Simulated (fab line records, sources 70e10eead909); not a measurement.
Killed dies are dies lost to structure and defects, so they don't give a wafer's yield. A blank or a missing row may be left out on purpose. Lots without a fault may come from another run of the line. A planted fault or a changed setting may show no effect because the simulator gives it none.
A struck lot beside a sound one | flow nand_harc | 15 steps out of a route of 1302
Sound: wafers L833.3, L833.4, L833.6. Struck: wafers L826.2, L826.6. The cause comes at the end.
At each step with rows: each side's tool, then ch and its chambers, then its first start. Under that, the readings that differ: sound wafers | struck wafers | difference of the means | sigmas: that difference in standard deviations of wafers without a fault.
alike: readings whose means differ by less than 2 such deviations, and words and numbers that are the same on both sides. not compared: withheld readings, readings that some wafer has no value for, bounds like >300 that may hide the same value, and numbers for which the record gives no deviation and whose values overlap.
The two part at a step that has a row with sigmas, a row that says differs or no value, or rows on one side only. Numbers that don't overlap but have no deviation are shown without sigmas and don't part them. A reading that every wafer of one side lacks parts them only if that side has two wafers or more.

NHARC_A_BLC_ETCH_16: etches the open film in CF4, target depth 39 nm, time 65 s.
  sound on rie_diel-09 ch 1,2,3, day 30 12:01; struck on rie_diel-12 ch 0,1, day 28 09:58
  alike: chamber_pressure_mTorr, drypump_motor_current_A, oes_product_au, rf_vpp_V, showerhead_plenum_p_Torr, throttle_valve_pct
  not compared: rf_hours_counter_h
NHARC_A_BLC_ETCH_17: etches the open film in N2/H2, target depth 390 nm, time 609.38 s.
  sound on rie_diel-09 ch 1,3; struck on rie_diel-12 ch 1
  alike: chamber_pressure_mTorr, drypump_motor_current_A, oes_product_au, rf_vpp_V, showerhead_plenum_p_Torr, throttle_valve_pct
  not compared: rf_hours_counter_h
NHARC_A_BLC_ETCH_18: etches the open film in C4F8/O2/Ar, target depth 910 nm.
  sound on rie_diel-09 ch 1,3; struck on rie_diel-12 ch 0,3
  reading               | sound             | struck      | difference | sigmas
  oes_product_au (a.u.) | 0.919 0.906 0.913 | 0.957 0.955 | +0.043     | +2
  rf_vpp_V (V)          | 969 976 975       | 984 984     | +11        | +2
  alike: chamber_pressure_mTorr
  not compared: rf_hours_counter_h
NHARC_A_BLC_CD_MEAS_19:
  sound on cd_sem-03, day 30 12:54; struck on cd_sem-01, day 28 10:49
  reading    | sound            | struck      | difference | sigmas
  cd_nm (nm) | 98.8 101.2 100.7 | 104.9 106.8 | +5.6       | +2
then, 6 steps without rows for these wafers: NHARC_A_BLC_STRIP_29 (strips in CF4); NHARC_A_BLC_STRIP_21 (strips in O2); NHARC_A_BLC_STRIP_22 (strips in post etch residue remover, time 600 s); NHARC_A_BLC_DEGAS_30 (time 60 s); NHARC_A_BLC_PRE_CLEAN_31 (time 15 s); NHARC_A_BLC_PVD_32 (deposits Ti, target thk 5 nm, time 17.7 s).
NHARC_A_BLC_ALD_23: deposits TiN, target thk 3 nm, pulse time 1 s, ald cycles 150.
  sound on ald_metal-04 ch 0,1,2, day 30 13:44; struck on ald_metal-03 ch 0,1, day 28 11:42
  alike: heater_power_outer_w, heater_power_w, precursor_pulse_height_rel
NHARC_A_BLC_CVD_24: deposits W, target thk 150 nm, time 434 s.
  sound on cvd_w-02 ch 0,1; struck on cvd_w-02 ch 0,1
  alike: chamber_pressure_Torr, heater_power_outer_w, heater_power_w, throttle_valve_pct
NHARC_A_BLC_CMP_25: polishes, t overpolish 30 s, target thk 150 nm.
  sound on cmp-01 ch 0,1,2, day 30 14:29; struck on cmp-01 ch 2, day 28 12:25
  no value came back on the struck wafers for any of 5 readings (edge_zone_pressure_frac, motor_current_A (A) and others); on the sound wafers edge_zone_pressure_frac reads 0.998 1.004 0.994
  not compared: pad_life_wafers
then, 1 step without rows for these wafers: NHARC_A_BLC_SRD_27.
NHARC_A_BLC_INSPECT_28:
  sound on defect_inspect-02, day 30 14:52; struck on defect_inspect-01, day 28 12:47
  reading          | sound       | struck    | difference | sigmas
  raw_defect_count | 367 459 388 | 6667 6700 | +6279      | +48

WHERE THEY PART
First at NHARC_A_BLC_ETCH_18; last, within this record, at NHARC_A_BLC_INSPECT_28.

WHY: what the simulator had put in
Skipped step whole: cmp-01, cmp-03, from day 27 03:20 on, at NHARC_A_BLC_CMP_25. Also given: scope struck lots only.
